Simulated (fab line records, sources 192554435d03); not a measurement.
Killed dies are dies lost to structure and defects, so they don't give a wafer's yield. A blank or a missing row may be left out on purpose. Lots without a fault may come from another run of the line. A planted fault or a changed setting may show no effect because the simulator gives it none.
Split-lot experiment | flow n5_finfet | 7 lots, 21 wafers read, on a route of 1938 steps

THE SPLIT
At N5_BEOL_M6_TRENCH_ETCH_37 (etches SiCOH lowk in C4F6/O2, target depth 94.435 nm, time 31.5 s), the setting time_s was moved away from the recipe's 31.5 s on 5 of the 21 wafers read, by -20.8% to +7.9%. The other wafers ran this setting at the recipe's value.

FROM THE SPLIT TO THE READING: what the file shows between them, 2 steps
- N5_BEOL_M6_ETCH_41: etches SiCN in CH3F/O2, target depth 29.7 nm, time 52 s
- N5_BEOL_M6_STRIP_80: strips in N2/H2, time 10 s

THE READING
trench_depth_nm, in nm, at N5_BEOL_M6_OCD_MEAS_38. Fault-free wafers of this fab line usually give 94.0 nm, standard deviation 1.3 nm.

wafer  | tool, chamber at the split | time_s as run, s | against the recipe | trench_depth_nm, nm | against lot-mates on the recipe
L075.2 | rie_diel-04, 1             | 31.5             | recipe             | 93.7                | -
L075.4 | rie_diel-04, 3             | 31.5             | recipe             | 95.1                | -
L075.6 | rie_diel-04, 1             | 31.5             | recipe             | 94.0                | -
L077.2 | rie_diel-06, 1             | 31.5             | recipe             | 93.0                | -
L077.3 | rie_diel-06, 3             | 31.5             | recipe             | 93.0                | -
L077.6 | rie_diel-06, 2             | 31.5             | recipe             | 94.1                | -
L085.3 | rie_diel-01, 0             | 31.5             | recipe             | 97.0                | -
L085.4 | rie_diel-01, 3             | 33.99            | +7.9%              | 102.3               | +5.3
L085.6 | rie_diel-01, 3             | 33.99            | +7.9%              | 102.6               | +5.6
L087.2 | rie_diel-04, 3             | 31.5             | recipe             | 94.7                | -
L087.3 | rie_diel-04, 1             | 26.43            | -16.1%             | 77.5                | -16.6
L087.6 | rie_diel-04, 2             | 31.5             | recipe             | 93.5                | -
L090.2 | rie_diel-04, 0             | 24.96            | -20.8%             | 75.7                | -19.1
L090.5 | rie_diel-04, 2             | 24.96            | -20.8%             | 74.4                | -20.4
L090.6 | rie_diel-04, 3             | 31.5             | recipe             | 94.8                | -
L094.2 | rie_diel-01, 0             | 31.5             | recipe             | 95.1                | -
L094.3 | rie_diel-01, 1             | 31.5             | recipe             | 92.8                | -
L094.6 | rie_diel-01, 1             | 31.5             | recipe             | 92.3                | -
L096.1 | rie_diel-01, 2             | 31.5             | recipe             | 92.3                | -
L096.2 | rie_diel-01, 0             | 31.5             | recipe             | 96.0                | -
L096.4 | rie_diel-01, 3             | 31.5             | recipe             | 93.4                | -

THE FIT
A straight line over all 21 wafers: trench_depth_nm changes by +0.957 nm for each +1% of time_s; r = +0.99; the points scatter about the line by 1.3 nm.
The same after taking each lot's own level away (the mean of its wafers on the recipe; 21 wafers): +0.932 nm for each +1%; r = +0.99; scatter 1.1 nm.
On that fit, the largest move of time_s shifts the reading by 19 nm.
The lots' own levels span 93.37 to 97.00 nm, that is 2.8 times the standard deviation above.
So the lot-to-lot level changes the slope little: the two slopes agree.
Check: with one of the wafers moved furthest among these (-20.8%) left out of the fit, the line predicts -19.9 nm for it against its lot-mates. It came out at -19.1 nm against them.

OTHER SPLITS ON THESE WAFERS
These wafers also went through other splits before the reading. Each is held against what the fit with the lots' levels taken away leaves over:
other split on the same wafers     | wafers away from the commonest value | r with trench_depth_nm (lot level and that fit taken away)
N5_BEOL_M4_DESCUM_16 time_s        | 5                                    | +0.04
N5_BEOL_M4_COAT_68 spin_rpm        | 7                                    | -0.09
N5_BEOL_M4_ETCH_70 h2_flow_sccm    | 7                                    | -0.36
N5_BEOL_M5_TRENCH_ETCH_37 source_w | 7                                    | +0.13
N5_BEOL_M5_ETCH_41 source_w        | 10                                   | -0.10

THE WHOLE CHAIN: every reading that the file lists as answering this split, in the file's order
step                      | what it does                                                      | reading                                                                   | change (the file's fit)               | r (the file's)
N5_BEOL_M6_TRENCH_ETCH_37 | etches SiCOH lowk in C4F6/O2, target depth 94.435 nm, time 31.5 s | BEOL_M6.feature_depth_nm (the simulator's own value, which no gauge read) | +0.947 nm for each +1% of the setting | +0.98
N5_BEOL_M6_TRENCH_ETCH_37 | etches SiCOH lowk in C4F6/O2, target depth 94.435 nm, time 31.5 s | etch.depth_nm (the simulator's own value, which no gauge read)            | +0.951 nm for each +1% of the setting | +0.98
N5_BEOL_M6_OCD_MEAS_38    |                                                                   | trench_depth_nm                                                           | +0.956 nm for each +1% of the setting | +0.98

THE FILE'S OWN FIT
trench_depth_nm changes by +0.956 nm for each +1% of time_s, r = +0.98.
